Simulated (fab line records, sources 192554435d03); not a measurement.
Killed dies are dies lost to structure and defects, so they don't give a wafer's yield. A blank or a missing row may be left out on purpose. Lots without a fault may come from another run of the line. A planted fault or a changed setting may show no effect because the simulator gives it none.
A struck lot beside a sound one | flow n5_finfet | 14 steps out of a route of 1938
Sound: wafers L297.3, L297.5, L297.6. Struck: wafers L294.1, L294.4, L294.6. The cause comes at the end.
At each step with rows: each side's tool, then ch and its chambers, then its first start. Under that, the readings that differ: sound wafers | struck wafers | difference of the means | sigmas: that difference in standard deviations of wafers without a fault.
alike: readings whose means differ by less than 2 such deviations, and words and numbers that are the same on both sides. not compared: withheld readings, readings that some wafer has no value for, bounds like >300 that may hide the same value, and numbers for which the record gives no deviation and whose values overlap.
The two part at a step that has a row with sigmas, a row that says differs or no value, or rows on one side only. Numbers that don't overlap but have no deviation are shown without sigmas and don't part them. A reading that every wafer of one side lacks parts them only if that side has two wafers or more.

N5_BEOL_M7_ETCH_62: etches SOC in N2/H2, target depth 110 nm, overetch 22 nm, time 165 s.
  sound on rie_diel-03 ch 0,3, day 11 05:35; struck on rie_diel-03 ch 1,2, day 10 10:14
  reading      | sound             | struck            | difference | sigmas
  rf_vpp_V (V) | 522.1 521.9 521.1 | 527.0 528.5 526.5 | +5.6       | +2
  alike: drypump_motor_current_A, oes_product_au, rf_fwd_power_W, showerhead_plenum_p_Torr, throttle_valve_pct
  not compared: rf_hours_counter_h
then, 1 step without rows for these wafers: N5_BEOL_M7_STRIP_68 (strips in N2/H2).
N5_BEOL_M7_STRIP_67: strips in CF4.
  sound on rie_diel-03 ch 0,3, day 11 05:44; struck on rie_diel-03 ch 1,2, day 10 10:23
  alike: drypump_motor_current_A, oes_product_au, rf_vpp_V, showerhead_plenum_p_Torr, throttle_valve_pct
  not compared: rf_hours_counter_h
N5_BEOL_M7_HM_OPEN_17: chemistry Cl2/BCl3, target TiN, target depth 20 nm, overetch 6 nm.
  sound on rie_metal-03 ch 0,1, day 11 05:49; struck on rie_metal-02 ch 0,1, day 10 10:26
  alike: bcl3_flow_sccm, drypump_motor_current_A, oes_product_au, rf_fwd_power_W, throttle_valve_pct
  not compared: rf_hours_counter_h
N5_BEOL_M7_STRIP_19: strips in O2.
  sound on rie_diel-03 ch 0,1,3, day 11 05:53; struck on rie_diel-04 ch 0,2,3, day 10 10:34
  alike: drypump_motor_current_A, oes_product_au, rf_vpp_V, showerhead_plenum_p_Torr, throttle_valve_pct
  not compared: rf_hours_counter_h
N5_BEOL_M7_CD_MEAS_18: pitch 80 nm, target cd 40 nm.
  sound on cd_sem-01, day 11 05:58; struck on cd_sem-02, day 10 10:38
  alike: cd_nm
then, 6 steps without rows for these wafers: N5_BEOL_M7_COAT_63 (time 60 s, resist thk 60 nm); N5_BEOL_M7_COAT_64 (time 60 s, resist thk 12 nm); N5_BEOL_M7_COAT_71 (time 60 s, resist thk 5 nm); N5_BEOL_M7_COAT_22 (resist thk 30 nm); N5_BEOL_M7_EBR_24; N5_BEOL_M7_SOFTBAKE_23 (time 60 s).
N5_BEOL_M7_EXPOSE_25: exposes mask V6, target cd 40 nm.
  sound on euv_scanner-02 ch 0, day 11 06:44; struck on euv_scanner-02, day 10 10:48
  no value came back on the struck wafers for exposure_dose_mJ_cm2, focus_offset_nm (nm), sigma_outer; on the sound wafers exposure_dose_mJ_cm2 reads 42.38 42.36 42.39
  alike: mask
then, 1 step without rows for these wafers: N5_BEOL_M7_PEB_26 (peb time 60 s).

WHERE THEY PART
First at N5_BEOL_M7_ETCH_62; last, within this record, at N5_BEOL_M7_EXPOSE_25.

WHY: what the simulator had put in
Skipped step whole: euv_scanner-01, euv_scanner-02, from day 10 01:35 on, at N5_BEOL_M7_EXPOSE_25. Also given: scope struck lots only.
